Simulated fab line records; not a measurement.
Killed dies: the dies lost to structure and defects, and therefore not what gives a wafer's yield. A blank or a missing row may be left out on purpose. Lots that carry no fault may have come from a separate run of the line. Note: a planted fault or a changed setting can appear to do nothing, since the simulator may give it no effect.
2 desks, one fault / flow n5-finfet / numbers are kept per desk, each desk with only its own; the story behind them comes last

METROLOGY DESK
Means of the sampled wafers that have a number, per lot and without regard to the tool the lot ran on: this is what the gauges read. A lot is out of limits, marked OUT, if its mean lies more than 4 standard deviations from the usual mean; the brackets give that distance.
Columns: A = cd-nm at N5_BEOL_M9_CD_MEAS_35, usual 69.7 nm
lot=L818; first seen here=day 15 15:20; A=69.2
lot=L821; first seen here=day 15 20:49; A=69.7
lot=L817; first seen here=day 17 06:42; A=69.9
lot=L827; first seen here=day 17 19:34; A=69.6
lot=L819; first seen here=day 18 17:37; A=69.5
lot=L833; first seen here=day 20 01:11; A=69.3
lot=L832; first seen here=day 20 04:17; A=69.6
lot=L836; first seen here=day 21 02:20; A=70.1
lot=L838; first seen here=day 21 02:28; A=70.2
lot=L837; first seen here=day 21 23:37; A=70.2
lot=L839; first seen here=day 22 02:28; A=69.5
lot=L840; first seen here=day 22 06:52; A=69.3
Result from this desk: across the 12 lots, nothing is out of limits.

AT THE TOOL OWNER'S DESK: cvd-co-02
The tool's own readings at N5_BEOL_M9_CVD_78 (deposits Co from CCTBA/H2, target thk 2 nm, time 138.9 s): means of the sampled wafers that have a number, for each lot that ran on this tool. A lot is out of limits, marked OUT, if its mean lies more than 4 standard deviations from the usual mean; the brackets give that distance.
Columns: A = run-length-s at N5_BEOL_M9_CVD_78, usual 161.8 s
lot=L818; first seen here=day 15 16:10; A=161.6
lot=L817; first seen here=day 17 07:59; A=161.8
lot=L827; first seen here=day 17 20:48; A=119.0 (-71) OUT
lot=L819; first seen here=day 18 18:53; A=119.2 (-71) OUT
lot=L837; first seen here=day 22 00:40; A=161.6
lot=L840; first seen here=day 22 08:30; A=162.2
This desk's finding: out of limits on L819, L827; first on L827, day 17 20:48 (run-length-s at N5_BEOL_M9_CVD_78). L818, L817, L837, L840 stayed within limits.

ALL TOGETHER
On L819, L827, at day 17 20:48, an alarm was possible from the tool owner's desk.
At the metrology desk, nothing out of limits was observed.
The metrology desk has L819, L827 on record, within its limits.
N5_BEOL_M9_CVD_78 was run on cvd-co-02 by each of the lots named.

WHAT THE SIMULATOR HAD PUT IN
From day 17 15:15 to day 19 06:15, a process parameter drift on cvd-co-02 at N5_BEOL_M9_CVD_78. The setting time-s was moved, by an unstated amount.
Lots struck among those shown: L819, L827.
Delay in hours, fault start to first out-of-limits reading, by desk: the tool owner's desk at 6.
